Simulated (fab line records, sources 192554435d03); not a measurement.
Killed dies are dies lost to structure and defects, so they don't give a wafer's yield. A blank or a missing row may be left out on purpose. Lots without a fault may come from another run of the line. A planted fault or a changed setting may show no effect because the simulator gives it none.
Which tool did it? | flow n5_finfet | 11 lots, 33 wafers sampled, at 3 steps of a route of 1938

WHAT THE GAUGES READ, wafer by wafer
N5_PASSIVATION_CD_MEAS_44: target cd 40000 nm.
lot  | measured     | on        | cd_nm (nm)
L142 | day 12 12:20 | cd_sem-03 | 40003 40002 40003
L144 | day 12 20:35 | cd_sem-02 | 39999 39998 39995
L148 | day 13 08:48 | cd_sem-01 | 40001 39999 39997
L151 | day 14 20:39 | cd_sem-01 | 39996 40001 39997
L154 | day 15 07:27 | cd_sem-03 | 39998 39999 39999
L156 | day 15 12:09 | cd_sem-01 | 40000 40000 40001
L157 | day 15 22:32 | cd_sem-02 | 40000 39998 40002
L158 | day 15 21:52 | cd_sem-01 | 40001 40000 39996
L159 | day 16 08:35 | cd_sem-03 | 40002 39998 39999
L163 | day 17 22:53 | cd_sem-03 | 39995 39996 40000
L164 | day 18 01:45 | cd_sem-03 | 40000 39999 39996

WHICH TOOL RAN EACH LOT (tool, then ch and the chambers of the sampled wafers, then the start)
lot  | N5_MOL_CONTACT_COAG_ETCH_66       | N5_PASSIVATION_DESCUM_12
L142 | rie_diel-04 ch 1,3, day 5 13:23   | rie_diel-03 ch 0,1,2, day 12 07:17
L144 | rie_diel-02 ch 1,2,3, day 5 20:10 | rie_diel-03 ch 2,3, day 12 16:38
L148 | rie_diel-02 ch 1,3, day 6 19:40   | rie_diel-03 ch 0,2,3, day 13 04:10
L151 | rie_diel-04 ch 0,3, day 7 16:06   | rie_diel-01 ch 0,2, day 14 17:13
L154 | rie_diel-05 ch 1,3, day 8 11:16   | rie_diel-01 ch 0,2,3, day 15 04:29
L156 | rie_diel-05 ch 0,2, day 9 02:34   | rie_diel-03 ch 1,2, day 15 08:25
L157 | rie_diel-05 ch 0,1,3, day 9 05:00 | rie_diel-03 ch 0,1, day 15 19:10
L158 | rie_diel-02 ch 1,2, day 9 11:16   | rie_diel-03 ch 0,3, day 15 18:39
L159 | rie_diel-02 ch 1,3, day 9 19:19   | rie_diel-03 ch 0,1,3, day 16 04:51
L163 | rie_diel-02 ch 1,3, day 10 13:13  | rie_diel-01 ch 0,1,2, day 17 17:55
L164 | rie_diel-02 ch 0,3, day 11 00:50  | rie_diel-01 ch 0,2,3, day 17 20:45
- N5_MOL_CONTACT_COAG_ETCH_66: etches SiARC in CF4, target depth 13 nm, time 21.7 s.
- N5_PASSIVATION_DESCUM_12: chemistry O2, time 7.9 s.

WHAT THE TOOLS THEMSELVES READ (means of the sampled wafers that have a number; where no wafer has one, the mark that the record gives instead)
N5_MOL_CONTACT_COAG_ETCH_66.
lot  | tool        | drypump_motor_current_A (A) | etch_rf_on_time_s (s) | oes_product_au (a.u.) | rf_fwd_power_W (W) | rf_vpp_V (V) | showerhead_plenum_p_Torr (Torr) | throttle_valve_pct (%)
L142 | rie_diel-04 | 5.5                         | 21.3                  | 0.75                  | 532.8              | 183.7        | 2.12                            | 15.56
L144 | rie_diel-02 | 5.6                         | 21.3                  | 0.72                  | 532.7              | 184.1        | 2.17                            | 15.56
L148 | rie_diel-02 | 5.7                         | 21.4                  | 0.66                  | 530.0              | 183.8        | 2.09                            | 15.62
L151 | rie_diel-04 | 5.0                         | 21.7                  | 0.65                  | 531.2              | 182.5        | 2.08                            | 15.66
L154 | rie_diel-05 | 5.8                         | 21.4                  | 0.74                  | 534.7              | 183.8        | 2.12                            | 15.55
L156 | rie_diel-05 | 5.7                         | 22.2                  | 0.71                  | 531.7              | 185.6        | 2.19                            | 15.54
L157 | rie_diel-05 | 5.8                         | 22.0                  | 0.70                  | 532.8              | 184.0        | 2.16                            | 15.54
L158 | rie_diel-02 | 5.8                         | 21.1                  | 0.67                  | 531.0              | 184.0        | 2.12                            | 15.70
L159 | rie_diel-02 | 5.7                         | 21.3                  | 0.64                  | 531.6              | 182.8        | 2.09                            | 15.65
L163 | rie_diel-02 | 5.5                         | 21.4                  | 0.66                  | 530.9              | 183.3        | 2.12                            | 15.59
L164 | rie_diel-02 | 5.8                         | 21.5                  | 0.74                  | 530.7              | 184.5        | 2.20                            | 15.37

N5_PASSIVATION_DESCUM_12.
lot  | tool        | drypump_motor_current_A (A) | o2_flow_sccm (sccm) | oes_product_au (a.u.) | rf_fwd_power_W (W) | rf_vpp_V (V) | showerhead_plenum_p_Torr (Torr) | throttle_valve_pct (%)
L142 | rie_diel-03 | 5.8                         | 224.2               | 0.71                  | 49.74              | 244.4        | 2.16                            | 20.44
L144 | rie_diel-03 | 5.9                         | 224.4               | 0.76                  | 49.74              | 244.1        | 2.15                            | 20.46
L148 | rie_diel-03 | 5.7                         | 224.5               | 0.75                  | 49.55              | 244.3        | 2.15                            | 20.38
L151 | rie_diel-01 | 6.2                         | 224.7               | 0.79                  | 49.66              | 243.4        | 2.15                            | 20.36
L154 | rie_diel-01 | 5.9                         | 225.4               | 0.80                  | 49.94              | 243.2        | 2.10                            | 20.32
L156 | rie_diel-03 | 5.9                         | 224.5               | 0.70                  | 49.73              | 244.8        | 2.15                            | 20.59
L157 | rie_diel-03 | 5.5                         | 225.6               | 0.69                  | 49.72              | 244.1        | 2.16                            | 20.38
L158 | rie_diel-03 | 5.4                         | 224.9               | 0.74                  | 49.67              | 244.6        | 2.15                            | 20.30
L159 | rie_diel-03 | 5.6                         | 224.7               | 0.74                  | 49.53              | 244.4        | 2.15                            | 20.42
L163 | rie_diel-01 | 5.7                         | 224.7               | 0.79                  | 49.62              | 244.5        | 2.16                            | 20.36
L164 | rie_diel-01 | 5.9                         | 224.9               | 0.79                  | 49.69              | 243.4        | 2.10                            | 20.34

THE ANSWER, worked out from the rows above alone
Rule: what is usual is taken from the lots themselves. Put in order of their means at a reading, lots are off if they are a third of the lots or fewer, leave a main group of 4 or more, and stand apart from it by a gap of 3 or more times the standard deviation of the main group's means; of several such gaps the widest counts. A main group whose means are all the same, to the digits that the tables above print for the reading, isn't used. A lot without any number at a reading at which 4 lots or more have one is off too. The other lots that the step has rows for count as sound. The gauges are gone through in route order, then the tools' own readings, and for those a lot's mean is taken as printed above. The first step at which some lot is off is used, and at that step the reading that is off furthest; a lot without a number counts as furthest.
Off: L151, at N5_MOL_CONTACT_COAG_ETCH_66 (drypump_motor_current_A). The main group: mean 5.7 A, standard deviation 0.11.
A tool fits if, at that step or a process step before it, it ran every lot that is off, and no sound lot after the first of them. One fits: rie_diel-04 at N5_MOL_CONTACT_COAG_ETCH_66. Its last sound lot is L142 (day 5 13:23), its first lot that is off L151 (day 7 16:06): a fault that began between those two fits.
The tool's own readings at N5_MOL_CONTACT_COAG_ETCH_66 bear it out: on the lots that are off they differ by more than 5 times the standard deviation of the sound lots' means. drypump_motor_current_A reads 5.0 A there against 5.7 A on the sound lots.

WHAT THE SIMULATOR HAD PUT IN
Chamber particle source: rie_diel-04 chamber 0, from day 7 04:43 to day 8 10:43, at N5_MOL_CONTACT_COAG_ETCH_66. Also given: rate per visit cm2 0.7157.
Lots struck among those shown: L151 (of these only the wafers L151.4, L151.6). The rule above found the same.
